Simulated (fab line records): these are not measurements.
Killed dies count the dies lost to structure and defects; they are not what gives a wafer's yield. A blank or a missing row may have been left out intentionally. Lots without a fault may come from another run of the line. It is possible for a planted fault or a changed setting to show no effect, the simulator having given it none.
Chamber matching || flow n5-finfet || N5_BEOL_M0_SAQP_CUT_ETCH_46 on rie-diel-06 has 4 sister chambers
The step etches SOC in N2/H2, target depth 135 nm, overetch 27 nm, time 202.5 s. 4 wafers are shown with their chamber, then 7 later ones without.

WAFERS, EACH WITH ITS CHAMBER
{"wafer": "L083.5", "chamber": 2, "showerhead-plenum-p-Torr (Torr)": 2.68}
{"wafer": "L087.4", "chamber": 1, "showerhead-plenum-p-Torr (Torr)": 2.49}
{"wafer": "L094.2", "chamber": 3, "showerhead-plenum-p-Torr (Torr)": 2.32}
{"wafer": "L094.4", "chamber": 0, "showerhead-plenum-p-Torr (Torr)": 2.59}

WAFERS WHOSE CHAMBER IS MISSING
{"wafer": "L094.6", "showerhead-plenum-p-Torr (Torr)": 2.32}
{"wafer": "L095.1", "showerhead-plenum-p-Torr (Torr)": 2.59}
{"wafer": "L095.3", "showerhead-plenum-p-Torr (Torr)": 2.67}
{"wafer": "L095.5", "showerhead-plenum-p-Torr (Torr)": 2.67}
{"wafer": "L096.2", "showerhead-plenum-p-Torr (Torr)": 2.66}
{"wafer": "L096.4", "showerhead-plenum-p-Torr (Torr)": 2.32}
{"wafer": "L096.6", "showerhead-plenum-p-Torr (Torr)": 2.66}

CHAMBER TAKEN BY EACH
{"wafer": "L094.6", "from the rows above": 3, "in truth": 3}
{"wafer": "L095.1", "from the rows above": 0, "in truth": 0}
{"wafer": "L095.3", "from the rows above": 2, "in truth": 2}
{"wafer": "L095.5", "from the rows above": 2, "in truth": 2}
{"wafer": "L096.2", "from the rows above": 2, "in truth": 2}
{"wafer": "L096.4", "from the rows above": 3, "in truth": 3}
{"wafer": "L096.6", "from the rows above": 2, "in truth": 2}
Correct placement for 7 of the 7. Not placeable from these rows: 0. 0 placed wrongly.
How it was worked out, from the rows above alone: a wafer's distance from a chamber is the root of the sum, over the readings, of the square of ((its reading less the chamber's mean) divided by the reading's scatter). The wafer belongs to the nearest chamber; if the next one is less than 2 further off, it can't be placed. A chamber's mean is the mean of its shown wafers. The scatter: with one shown wafer a chamber, the root of the mean of the squares of how far each hidden wafer lies from its nearest shown one.
